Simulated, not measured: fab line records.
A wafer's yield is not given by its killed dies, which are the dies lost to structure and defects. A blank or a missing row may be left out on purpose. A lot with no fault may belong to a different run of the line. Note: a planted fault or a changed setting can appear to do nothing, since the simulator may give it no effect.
Chamber matching ; flow n5-finfet ; pecvd-03 running N5_BEOL_M11_ILD_DEP_00: 3 sister chambers
The step deposits SiCOH lowk from DEMS/porogen, target thk 308.51 nm, time 58 s. 20 wafers are shown with their chamber, then 10 later ones without.

EACH WAFER AND ITS CHAMBER
wafer;chamber;heater-power-w (W);throttle-valve-pct (%);showerhead-plenum-p-Torr (Torr)
L074.1;1;336;13.8;5.721
L074.3;0;235;13.8;5.724
L074.5;0;242;13.9;5.717
L077.2;2;241;14.0;5.715
L077.5;2;243;13.6;5.722
L077.6;1;306;14.0;5.722
L076.1;1;314;13.9;5.707
L076.2;0;269;13.9;5.705
L076.4;2;258;13.8;5.731
L075.2;2;278;13.8;5.715
L075.3;1;342;13.8;5.742
L075.6;2;271;13.4;5.733
L082.2;1;309;13.9;5.716
L082.3;0;231;14.1;5.723
L082.5;1;312;13.9;5.720
L086.2;0;249;13.8;5.725
L086.3;1;332;13.9;5.716
L086.4;0;253;13.8;5.698
L088.1;0;224;13.8;5.703
L088.2;2;240;13.9;5.722

SIGNATURES, as means of the wafers listed above
reading;chamber 0;chamber 1;chamber 2;scatter within a chamber
heater-power-w;243.29;321.57;255.17;15.4
throttle-valve-pct;13.871;13.886;13.750;0.141
showerhead-plenum-p-Torr;5.71357;5.72057;5.72300;0.0101
Rule: for a wafer and a chamber, the distance is found by dividing, reading by reading, the gap between the wafer's reading and the chamber's mean by the reading's scatter, squaring, summing and taking the root. The wafer belongs to the nearest chamber; if the next one is less than 2 further off, it can't be placed. The scatter is the square root of a quotient: the sum, over the shown wafers, of each reading's squared deviation from its chamber's mean, divided by wafers minus chambers.

WAFERS WHOSE CHAMBER IS MISSING
wafer;heater-power-w (W);throttle-valve-pct (%);showerhead-plenum-p-Torr (Torr)
L088.4;317;13.8;5.718
L090.2;329;13.8;5.724
L090.3;243;14.0;5.718
L090.6;258;13.6;5.723
L091.1;278;13.8;5.712
L091.3;211;13.9;5.727
L091.6;293;14.0;5.739
L097.1;214;13.7;5.712
L097.2;303;14.0;5.715
L097.5;307;13.8;5.721

WHICH CHAMBER EACH WENT THROUGH
wafer;from the rows above;in truth
L088.4;1;1
L090.2;1;1
L090.3;can't be placed: 0 or 2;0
L090.6;can't be placed: 2 or 0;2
L091.1;can't be placed: 2 or 0 or 1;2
L091.3;can't be placed: 0 or 2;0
L091.6;can't be placed: 1 or 2 or 0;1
L097.1;can't be placed: 0 or 2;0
L097.2;1;1
L097.5;1;1
Correctly placed: 4 of 10. Can't be placed from these rows: 6 (the true chamber is among the candidates in 6). 0 placed wrongly.
